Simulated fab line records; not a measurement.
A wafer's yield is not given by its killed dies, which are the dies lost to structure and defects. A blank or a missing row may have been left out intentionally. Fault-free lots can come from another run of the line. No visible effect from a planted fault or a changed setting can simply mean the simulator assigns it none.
fab line records	flow n5Finfet	part 1 of 2: steps 1 to 20 of 28
[record] lots = 5	wafers = 15	lastDay = 17
route steps=1938 shown BEOL_M4@1034
lots that met no fault: from a run of the same line without faults
startH: the number of hours between the record's first day and the start of the first shown wafer of the lot	waitH: time in hours since the lot's previous step	" same as the row above	L1.1+2: one row covering several wafers at once	- no value, or no start given	* or withheld: withheld	< > ~ a bound
route shown NAME@n: names a module that has steps shown in the file, with the first one's number in the route	usual: the fault-free wafers' mean and standard deviation	same: alike in all rows	chamber/n: place in a boat	sites: the reading at each site	_std_site: the values' standard deviation	_edge_site: outer sites' mean less inner sites'	radiusMm: how far each site lies from the wafer's centre	mask NAME#n: copy n	behind: the most recent tool/chamber to have shaped the wafer	hold: the reason the lot was held/the length of the hold in hours/how it ended	device: the n, p or np transistor that did not switch	end of line: tests run on the same wafers once the route is complete	a step without rows: its recipe alone	killed: count of dies lost to structure and defects at first sort (not the wafer's yield)	map: a wafer's dies, marking killed ones x, the rest . and places with no die _
set.NAME: the setting as run; set.NAME@STEP: as run at that earlier step	model.NAME: the simulator's own value behind a step, which no gauge read
certain route steps with their lots: each step a table, each wafer a row
services: when a tool's chamber went out of use (startH, in hours from the record's first day, below 0 if earlier), for how many hours, and the reason
[[steps]]
[step N5_BEOL_M4_CD_MEAS_11]
[recipe] targetCdNm = 16.79	landingEnergyEv = 500	detector = seInlens	polarity = opening
[usual] cdNm = 16.82/0.27
lot.wafer	tool	chamber	startH	waitH	cdNm
L074.2	cdSem-03	0	153.52	-	17.10
L074.3	"	0	"	"	17.02
L074.4	"	0	"	"	16.82
L078.2	cdSem-03	0	180.39	-	16.48
L078.4	"	0	"	"	16.50
L078.6	"	0	"	"	16.63
L079.1	cdSem-01	0	183.69	-	16.95
L079.4	"	0	"	"	16.80
L079.5	"	0	"	"	16.83
L082.2	cdSem-03	0	221.46	-	16.78
L082.3	"	0	"	"	16.83
L082.6	"	0	"	"	16.79
L097.2	cdSem-01	0	303.94	-	16.32
L097.4	"	0	"	"	16.75
L097.5	"	0	"	"	16.65
[step N5_BEOL_M4_OVL_MEAS_12]
[recipe] pointsPerWafer = 522
[usual] M4_OVL = 0.0/0.67
lot.wafer	tool	chamber	startH	waitH	M4_OVL[nm]
L074.2	overlay-02	0	153.56	0.0	2.2
L074.3	"	0	"	"	1.2
L074.4	"	0	"	"	0.6
L078.2	overlay-02	0	180.43	0.0	-0.3
L078.4	"	0	"	"	1.1
L078.6	"	0	"	"	1.2
L079.1	overlay-01	0	183.72	0.0	0.5
L079.4	"	0	"	"	-0.2
L079.5	"	0	"	"	0.8
L082.2	overlay-02	0	221.50	0.0	0.1
L082.3	"	0	"	"	-0.4
L082.6	"	0	"	"	0.7
L097.2	overlay-01	0	303.98	0.0	-0.7
L097.4	"	0	"	"	-0.5
L097.5	"	0	"	"	-1.2
[step N5_BEOL_M4_INSPECT_13]
[recipe] mode = adi	inspectInstrument = brightfield
[usual] rawDefectCount = 393/92
lot.wafer	tool	chamber	startH	waitH	rawDefectCount
L074.2	defectInspect-02	-	153.61	0.0	364
L074.3	"	-	"	"	324
L074.4	"	-	"	"	373
L078.2	defectInspect-02	-	180.48	0.0	293
L078.4	"	-	"	"	300
L078.6	"	-	"	"	338
L079.1	defectInspect-01	-	183.78	0.1	477
L079.4	"	-	"	"	413
L079.5	"	-	"	"	453
L082.2	defectInspect-01	-	221.55	0.0	526
L082.3	"	-	"	"	349
L082.6	"	-	"	"	521
L097.2	defectInspect-02	-	304.03	0.0	362
L097.4	"	-	"	"	404
L097.5	"	-	"	"	317
[step N5_BEOL_M4_DESCUM_16]
[recipe] chemistry = O2	timeS = 7	sourcePowerW = 50	biasPowerW = 20	pressureMtorr = 20	rfFrequencyHz = 2.712e+07	tempC = 40	resist = CAR-EUV	o2FlowSccm = 225
[usual] biasPowerW = 19.99/0.065	drypumpMotorCurrentA = 5.6/0.4	oesProductAu = 0.82/0.095	rfVppV = 243.8/1.5	showerheadPlenumPTorr = 2.15/0.081	throttleValvePct = 20.48/0.27
lot.wafer	tool	chamber	startH	waitH	biasPowerW	drypumpMotorCurrentA	oesProductAu	rfHoursCounterH	rfVppV	showerheadPlenumPTorr	throttleValvePct
L074.2	rieDiel-05	3	154.36	0.8	20.02	6.3	0.95	14	241.7	2.08	20.03
L074.3	"	0	"	"	19.96	4.7	0.89	32	243.2	2.14	20.15
L074.4	"	2	"	"	20.00	5.7	0.67	223	243.2	2.07	20.64
L078.2	rieDiel-03	2	180.97	0.5	19.99	6.0	0.89	39	245.6	2.23	20.19
L078.4	"	0	"	"	20.08	5.5	0.73	184	241.2	1.98	20.85
L078.6	"	2	"	"	19.96	6.0	0.89	-	245.3	2.23	20.18
L079.1	rieDiel-01	0	183.81	0.0	20.03	5.8	0.94	12	245.5	2.15	20.45
L079.4	"	1	"	"	19.90	5.0	0.68	226	243.1	2.16	20.88
L079.5	"	2	"	"	19.93	5.9	1.01	-	246.6	2.28	20.68
L082.2	rieDiel-05	0	221.87	0.3	20.00	4.7	0.84	55	244.4	2.13	20.17
L082.3	"	2	"	"	19.97	5.7	0.66	246	243.1	2.06	20.70
L082.6	"	2	"	"	19.94	5.7	0.66	-	242.7	2.06	20.68
L097.2	rieDiel-01	2	304.91	0.9	20.13	5.9	0.86	48	244.7	2.26	20.75
L097.4	"	0	"	"	20.08	5.8	0.84	58	242.8	2.13	20.52
L097.5	"	2	"	"	20.11	5.9	0.87	-	245.9	2.26	20.74
[step N5_BEOL_M4_ETCH_74]
[recipe] chemistry = N2/H2	target = underlayer	targetDepthA = 65	maskMaterial = CAR-EUV	timeS = 5.2	ionEnergyEv = 200	pressureMtorr = 30	sourceW = 840	biasW = 150	n2FlowSccm = 200	h2FlowSccm = 200	ends = cleared
[usual] drypumpMotorCurrentA = 5.6/0.4	etchRfOnTimeS = 5.20/0.16	oesProductAu = 0.70/0.082	rfVppV = 525.4/2.9	showerheadPlenumPTorr = 2.59/0.094	throttleValvePct = 17.8/0.38
lot.wafer	tool	chamber	startH	waitH	drypumpMotorCurrentA	etchRfOnTimeS	oesProductAu	rfHoursCounterH	rfVppV	showerheadPlenumPTorr	throttleValvePct
L074.2	rieDiel-05	3	154.40	0.0	6.3	5.10	0.81	14	522.3	2.46	17.1
L074.3	"	0	"	"	4.7	5.17	0.75	32	525.9	2.60	17.4
L074.4	"	2	"	"	5.7	5.25	0.58	223	522.6	2.49	17.9
L078.2	rieDiel-03	2	181.01	0.0	6.0	4.94	0.77	39	528.6	2.67	17.3
L078.4	"	0	"	"	5.5	5.41	0.60	184	521.1	2.43	18.4
L078.6	"	2	"	"	6.0	4.94	0.77	-	527.3	2.67	17.3
L079.1	rieDiel-01	0	183.84	0.0	5.8	5.23	0.80	12	525.5	2.59	17.8
L079.4	"	1	"	"	5.0	5.27	0.59	226	521.8	2.63	18.5
L079.5	"	2	"	"	5.9	5.20	0.87	-	528.1	2.69	17.6
L082.2	rieDiel-05	0	221.90	0.0	4.7	5.24	0.72	55	524.9	2.59	17.5
L082.3	"	2	"	"	5.7	5.20	0.56	246	522.3	2.48	17.9
L082.6	"	2	"	"	5.7	5.21	0.57	-	522.8	2.48	18.0
L097.2	rieDiel-01	2	304.94	0.0	5.9	5.16	0.74	48	526.9	2.67	17.8
L097.4	"	0	"	"	5.8	5.22	0.72	58	526.7	2.57	17.9
L097.5	"	2	"	"	5.9	5.19	0.74	-	530.0	2.67	17.7
[step N5_BEOL_M4_ETCH_63]
[recipe] chemistry = CF4	target = SiARC	targetDepthA = 156	maskMaterial = CAR-EUV	timeS = 26	ionEnergyEv = 80	pressureMtorr = 40	sourceW = 545	biasW = 36	Ar_flow_sccm = 100	cf4FlowSccm = 100	ends = cleared
[usual] drypumpMotorCurrentA = 5.6/0.4	etchRfOnTimeS = 25.9/0.83	oesProductAu = 0.70/0.082	rfVppV = 184.5/1.2	showerheadPlenumPTorr = 2.19/0.076	throttleValvePct = 15.60/0.25
lot.wafer	tool	chamber	startH	waitH	drypumpMotorCurrentA	etchRfOnTimeS	oesProductAu	rfHoursCounterH	rfVppV	showerheadPlenumPTorr	throttleValvePct
L074.2	rieDiel-05	3	154.41	0.0	6.3	25.8	0.80	14	182.7	2.12	15.15
L074.3	"	0	"	"	4.7	25.5	0.76	32	184.7	2.19	15.33
L074.4	"	2	"	"	5.8	25.9	0.59	223	182.5	2.10	15.81
L078.2	rieDiel-03	2	181.02	0.0	6.0	24.9	0.77	39	184.9	2.27	15.29
L078.4	"	0	"	"	5.5	27.0	0.61	184	183.1	2.05	16.02
L078.6	"	2	"	"	6.0	24.8	0.78	-	184.5	2.27	15.30
L079.1	rieDiel-01	0	183.86	0.0	5.8	26.4	0.79	12	184.7	2.19	15.52
L079.4	"	1	"	"	5.0	26.0	0.59	226	185.8	2.21	16.02
L079.5	"	2	"	"	5.9	25.7	0.87	-	185.4	2.28	15.58
L082.2	rieDiel-05	0	221.92	0.0	4.7	25.5	0.73	55	184.2	2.18	15.36
L082.3	"	2	"	"	5.7	25.6	0.57	246	183.4	2.09	15.86
L082.6	"	2	"	"	5.7	25.9	0.57	-	184.7	2.09	15.84
L097.2	rieDiel-01	2	304.96	0.0	5.9	25.5	0.75	48	184.4	2.26	15.67
L097.4	"	0	"	"	5.8	26.1	0.72	58	184.1	2.18	15.61
L097.5	"	2	"	"	5.9	25.6	0.75	-	184.4	2.26	15.68
[step N5_BEOL_M4_ETCH_64]
[recipe] chemistry = N2/H2	target = SOC	targetDepthA = 750	overetchA = 225	maskMaterial = SiARC	tempC = 40	timeS = 121.9	ionEnergyEv = 200	pressureMtorr = 30	sourceW = 840	biasW = 150	n2FlowSccm = 200	h2FlowSccm = 200
[usual] drypumpMotorCurrentA = 5.6/0.4	oesProductAu = 0.62/0.066	rfVppV = 525.4/2.7	showerheadPlenumPTorr = 2.59/0.094	throttleValvePct = 17.8/0.38
lot.wafer	tool	chamber	startH	waitH	drypumpMotorCurrentA	oesProductAu	rfHoursCounterH	rfVppV	showerheadPlenumPTorr	throttleValvePct
L074.2	rieDiel-05	3	154.44	0.0	6.3	0.70	14	522.6	2.46	17.0
L074.3	"	0	"	"	4.7	0.67	32	525.2	2.60	17.4
L074.4	"	2	"	"	5.7	0.52	223	523.1	2.49	17.9
L078.2	rieDiel-03	2	181.05	0.0	6.0	0.67	40	529.3	2.67	17.3
L078.4	"	0	"	"	5.5	0.56	184	520.0	2.43	18.4
L078.6	"	2	"	"	6.0	0.66	-	528.1	2.67	17.3
L079.1	rieDiel-01	0	183.89	0.0	5.8	0.70	12	527.0	2.59	17.8
L079.4	"	1	"	"	5.0	0.52	226	527.4	2.63	18.4
L079.5	"	2	"	"	5.9	0.76	-	529.0	2.69	17.6
L082.2	rieDiel-05	0	221.95	0.0	4.7	0.64	55	523.2	2.59	17.5
L082.3	"	2	"	"	5.7	0.51	246	522.4	2.48	17.9
L082.6	"	2	"	"	5.7	0.51	-	523.9	2.48	17.9
L097.2	rieDiel-01	2	304.99	0.0	5.9	0.66	48	528.0	2.67	17.7
L097.4	"	0	"	"	5.8	0.64	58	524.4	2.57	17.8
L097.5	"	2	"	"	5.9	0.66	-	528.7	2.67	17.7
[step N5_BEOL_M4_STRIP_65]
[recipe] chemistry = N2/H2	tempC = 40	n2FlowSccm = 200	h2FlowSccm = 200	rfFrequencyHz = 6e+07
lot.wafer	tool	chamber	startH	waitH
L074.2+3+4	rieDiel-05	3,0,2	154.55	0.1
L078.2+4+6	rieDiel-03	2,0,2	181.16	0.1
L079.1+4+5	rieDiel-01	0,1,2	184.00	0.1
L082.2+3+6	rieDiel-05	0,2,2	222.06	0.1
L097.2+4+5	rieDiel-01	2,0,2	305.10	0.1
[step N5_BEOL_M4_STRIP_75]
[recipe] chemistry = N2/H2	tempC = 40	n2FlowSccm = 200	h2FlowSccm = 200	rfFrequencyHz = 6e+07
lot.wafer	tool	chamber	startH	waitH
L074.2+3+4	rieDiel-05	3,0,2	154.56	0.0
L078.2+4+6	rieDiel-03	2,0,2	181.17	0.0
L079.1+4+5	rieDiel-01	0,1,2	184.01	0.0
L082.2+3+6	rieDiel-05	0,2,2	222.07	0.0
L097.2+4+5	rieDiel-01	2,0,2	305.11	0.0
[step N5_BEOL_M4_STRIP_66]
[recipe] chemistry = CF4	resist = SiARC	powerW = 300	biasPowerW = 75	pressureMtorr = 50	cf4FlowSccm = 150	rfFrequencyHz = 6e+07
[usual] biasPowerW = 74.98/0.23	drypumpMotorCurrentA = 5.6/0.4	oesProductAu = 0.81/0.087	rfVppV = 272.0/1.6	showerheadPlenumPTorr = 1.83/0.062	throttleValvePct = 13.55/0.27
lot.wafer	tool	chamber	startH	waitH	biasPowerW	drypumpMotorCurrentA	oesProductAu	rfHoursCounterH	rfVppV	showerheadPlenumPTorr	throttleValvePct
L074.2	rieDiel-05	3	154.57	0.0	75.31	6.3	0.92	14	271.5	1.77	13.08
L074.3	"	0	"	"	75.46	4.7	0.88	32	271.1	1.83	13.25
L074.4	"	2	"	"	75.11	5.7	0.67	223	271.7	1.77	13.87
L078.2	rieDiel-03	2	181.18	0.0	74.81	6.0	0.86	40	273.8	1.88	13.22
L078.4	"	0	"	"	74.59	5.5	0.71	184	270.0	1.71	13.96
L078.6	"	2	"	"	75.04	6.0	0.86	-	273.0	1.88	13.20
L079.1	rieDiel-01	0	184.02	0.0	74.86	5.8	0.92	12	270.7	1.83	13.42
L079.4	"	1	"	"	74.75	5.0	0.68	226	272.3	1.85	13.99
L079.5	"	2	"	"	75.07	5.9	0.99	-	272.9	1.91	13.52
L082.2	rieDiel-05	0	222.08	0.0	75.26	4.7	0.83	55	271.8	1.82	13.31
L082.3	"	2	"	"	75.08	5.8	0.66	246	269.3	1.76	13.93
L082.6	"	2	"	"	75.39	5.7	0.66	-	270.5	1.76	13.93
L097.2	rieDiel-01	2	305.12	0.0	74.97	5.9	0.85	48	273.1	1.89	13.61
L097.4	"	0	"	"	75.34	5.8	0.84	58	270.8	1.82	13.52
L097.5	"	2	"	"	75.20	5.9	0.86	-	274.4	1.89	13.61
[step N5_BEOL_M4_HM_OPEN_17]
[recipe] chemistry = Cl2/BCl3	targetDepthA = 200	overetchA = 60	target = TiN	maskMaterial = SOC	ionEnergyEv = 150	pressureMtorr = 10	icpW = 1000	biasW = 126	Cl2_flow_sccm = 53.25	bcl3FlowSccm = 21.75	Ar_flow_sccm = 25
[usual] drypumpMotorCurrentA = 5.6/0.53	oes_ar_750_au = 0.74/0.1	oesProductAu = 0.62/0.085	throttleValvePct = 22.2/0.31
lot.wafer	tool	chamber	startH	waitH	drypumpMotorCurrentA	oes_ar_750_au	oesProductAu	rfHoursCounterH	throttleValvePct
L074.2	rieMetal-02	1	154.62	0.0	6.2	0.62	0.52	117	22.1
L074.3	"	0	"	"	6.5	0.62	0.53	-	22.4
L074.4	"	1	"	"	6.2	0.62	0.52	-	22.2
L078.2	rieMetal-01	1	181.22	0.0	5.8	0.80	0.68	36	21.8
L078.4	"	1	"	"	5.8	0.81	0.68	-	21.8
L078.6	"	1	"	"	5.8	0.81	0.68	-	21.8
L079.1	rieMetal-02	1	184.06	0.0	6.2	0.62	0.52	120	22.1
L079.4	"	1	"	"	6.1	0.62	0.52	-	22.1
L079.5	"	0	"	"	6.5	0.61	0.53	-	22.4
L082.2	rieMetal-01	1	222.12	0.0	5.8	0.79	0.67	41	21.8
L082.3	"	0	"	"	4.8	0.69	0.55	-	22.0
L082.6	"	0	"	"	4.8	0.68	0.55	-	22.0
L097.2	rieMetal-03	1	305.17	0.0	5.4	0.88	0.72	22	22.2
L097.4	"	1	"	"	5.4	0.88	0.72	-	22.2
L097.5	"	0	"	"	5.9	0.64	0.55	-	22.8
[step N5_BEOL_M4_STRIP_19]
[recipe] chemistry = O2	powerW = 400	tempC = 40	pressureMtorr = 30	rfFrequencyHz = 6e+07	biasPowerW = 0	overashFraction = 0.2	o2FlowSccm = 225
[usual] drypumpMotorCurrentA = 5.5/0.43	oesProductAu = 0.81/0.09	rfVppV = 3.6/0.49	showerheadPlenumPTorr = 2.14/0.077	throttleValvePct = 16.70/0.27
[same] biasPowerW = 0
lot.wafer	tool	chamber	startH	waitH	drypumpMotorCurrentA	oesProductAu	rfHoursCounterH	rfVppV	showerheadPlenumPTorr	throttleValvePct
L074.2	rieDiel-01	3	154.79	0.1	5.6	0.78	98	4.3	2.13	16.47
L074.3	"	1	"	"	5.0	0.68	211	3.4	2.17	17.02
L074.4	"	3	"	"	5.6	0.78	-	3.5	2.13	16.48
L078.2	rieDiel-01	3	181.33	0.1	5.6	0.76	111	3.6	2.12	16.53
L078.4	"	3	"	"	5.6	0.77	-	3.8	2.12	16.52
L078.6	"	1	"	"	5.0	0.68	-	3.9	2.16	17.07
L079.1	rieDiel-03	1	184.17	0.1	5.0	0.98	1	3.4	2.22	16.36
L079.4	"	0	"	"	5.5	0.73	185	3.8	1.99	17.05
L079.5	"	3	"	"	5.4	0.80	-	3.9	2.21	16.62
L082.2	rieDiel-03	1	222.34	0.2	5.0	0.93	13	3.8	2.21	16.38
L082.3	"	2	"	"	6.0	0.87	53	4.0	2.23	16.43
L082.6	"	1	"	"	5.0	0.94	-	4.1	2.21	16.41
L097.2	rieDiel-03	2	305.28	0.1	6.0	0.81	87	3.9	2.21	16.50
L097.4	"	0	"	"	5.5	0.70	231	3.4	1.97	17.12
L097.5	"	3	"	"	5.4	0.75	-	4.0	2.19	16.70
[step N5_BEOL_M4_CD_MEAS_18]
[recipe] pitchNm = 36	targetCdNm = 18
[usual] cdNm = 18.2/0.43
lot.wafer	tool	chamber	startH	waitH	cdNm
L074.2	cdSem-03	-	154.86	0.1	18.1
L074.3	"	-	"	"	18.9
L074.4	"	-	"	"	18.0
L078.2	cdSem-02	-	181.41	0.1	17.4
L078.4	"	-	"	"	17.9
L078.6	"	-	"	"	17.6
L079.1	cdSem-01	-	184.24	0.0	18.2
L079.4	"	-	"	"	18.2
L079.5	"	-	"	"	18.4
L082.2	cdSem-02	-	222.41	0.1	18.6
L082.3	"	-	"	"	18.0
L082.6	"	-	"	"	18.1
L097.2	cdSem-03	-	305.35	0.1	18.4
L097.4	"	-	"	"	18.0
L097.5	"	-	"	"	18.4
[step N5_BEOL_M4_COAT_67]
[recipe] resist = SOC	tempC = 250	timeS = 60	spinRpm = 1500	resistThkNm = 60
[usual] dispensePressureKPa = 52/5.8
lot.wafer	tool	chamber	startH	waitH	dispensePressureKPa
L074.2	lithoTrack-03	0	154.90	0.0	55
L074.3	"	0	"	"	55
L074.4	"	0	"	"	55
L078.2	lithoTrack-02	0	181.44	0.0	43
L078.4	"	0	"	"	43
L078.6	"	0	"	"	43
L079.1	lithoTrack-04	0	184.28	0.0	57
L079.4	"	0	"	"	57
L079.5	"	0	"	"	57
L082.2	lithoTrack-03	0	222.44	0.0	55
L082.3	"	0	"	"	55
L082.6	"	0	"	"	55
L097.2	lithoTrack-03	0	305.39	0.0	55
L097.4	"	0	"	"	55
L097.5	"	0	"	"	55
[step N5_BEOL_M4_COAT_68]
[recipe] resist = SiARC	tempC = 220	timeS = 60	spinRpm = 1500	resistThkNm = 12
[usual] dispensePressureKPa = 52/5.8
lot.wafer	tool	chamber	startH	waitH	dispensePressureKPa
L074.2	lithoTrack-03	0	-	-	55
L074.3	"	0	"	"	55
L074.4	"	0	"	"	55
L078.2	lithoTrack-02	0	-	-	43
L078.4	"	0	"	"	43
L078.6	"	0	"	"	43
L079.1	lithoTrack-04	0	-	-	58
L079.4	"	0	"	"	58
L079.5	"	0	"	"	58
L082.2	lithoTrack-03	0	-	-	56
L082.3	"	0	"	"	55
L082.6	"	0	"	"	56
L097.2	lithoTrack-03	0	-	-	55
L097.4	"	0	"	"	55
L097.5	"	0	"	"	55
[step N5_BEOL_M4_COAT_76]
[recipe] resist = underlayer	tempC = 205	timeS = 60	spinRpm = 1500	resistThkNm = 5
[usual] dispensePressureKPa = 52/5.8
lot.wafer	tool	chamber	startH	waitH	dispensePressureKPa
L074.2	lithoTrack-03	0	-	-	55
L074.3	"	0	"	"	55
L074.4	"	0	"	"	55
L078.2	lithoTrack-02	0	-	-	43
L078.4	"	0	"	"	43
L078.6	"	0	"	"	43
L079.1	lithoTrack-04	0	-	-	57
L079.4	"	0	"	"	57
L079.5	"	0	"	"	57
L082.2	lithoTrack-03	0	-	-	55
L082.3	"	0	"	"	56
L082.6	"	0	"	"	56
L097.2	lithoTrack-03	0	-	-	56
L097.4	"	0	"	"	56
L097.5	"	0	"	"	56
[step N5_BEOL_M4_COAT_22]
[recipe] resist = CAR-EUV	spinRpm = 1500	resistThkNm = 30
[usual] dispensePressureKPa = 52/5.8
lot.wafer	tool	chamber	startH	waitH	dispensePressureKPa
L074.2	lithoTrack-03	0	-	-	55
L074.3	"	0	"	"	55
L074.4	"	0	"	"	55
L078.2	lithoTrack-02	0	-	-	43
L078.4	"	0	"	"	43
L078.6	"	0	"	"	43
L079.1	lithoTrack-04	0	-	-	57
L079.4	"	0	"	"	57
L079.5	"	0	"	"	57
L082.2	lithoTrack-03	0	-	-	55
L082.3	"	0	"	"	55
L082.6	"	0	"	"	55
L097.2	lithoTrack-03	0	-	-	55
L097.4	"	0	"	"	55
L097.5	"	0	"	"	55
[step N5_BEOL_M4_EBR_24]
[recipe] solvent = PGMEA	ebrWidthMm = 1.5
[same] ebrWidthMm = 1.5
lot.wafer	tool	chamber	startH	waitH
L074.2+3+4	lithoTrack-03	0	-	-
L078.2+4+6	lithoTrack-02	0	-	-
L079.1+4+5	lithoTrack-04	0	-	-
L082.2+3+6	lithoTrack-03	0	-	-
L097.2+4+5	lithoTrack-03	0	-	-
[step N5_BEOL_M4_SOFTBAKE_23]
[recipe] tempC = 110	timeS = 60	resist = CAR-EUV
lot.wafer	tool	chamber	startH	waitH
L074.2+3+4	lithoTrack-03	0	-	-
L078.2+4+6	lithoTrack-02	0	-	-
L079.1+4+5	lithoTrack-04	0	-	-
L082.2+3+6	lithoTrack-03	0	-	-
L097.2+4+5	lithoTrack-03	0	-	-
[step N5_BEOL_M4_EXPOSE_25]
[recipe] maskId = V3	na = 0.33	sourceShape = quasar	sigmaInner = 0.2	sigmaOuter = 0.8	polarization = unpolarized	defocusNm = 5	doseMj = 63
lot.wafer	tool	chamber	startH	waitH	mask
L074.2+3+4	euvScanner-02	0	155.17	-	V3#0
L078.2+4+6	euvScanner-01	0	181.59	-	V3#0
L079.1+4+5	euvScanner-02	0	184.54	-	V3#0
L082.2+3+6	euvScanner-02	0	222.59	-	V3#0
L097.2+4+5	euvScanner-02	0	305.66	-	V3#0
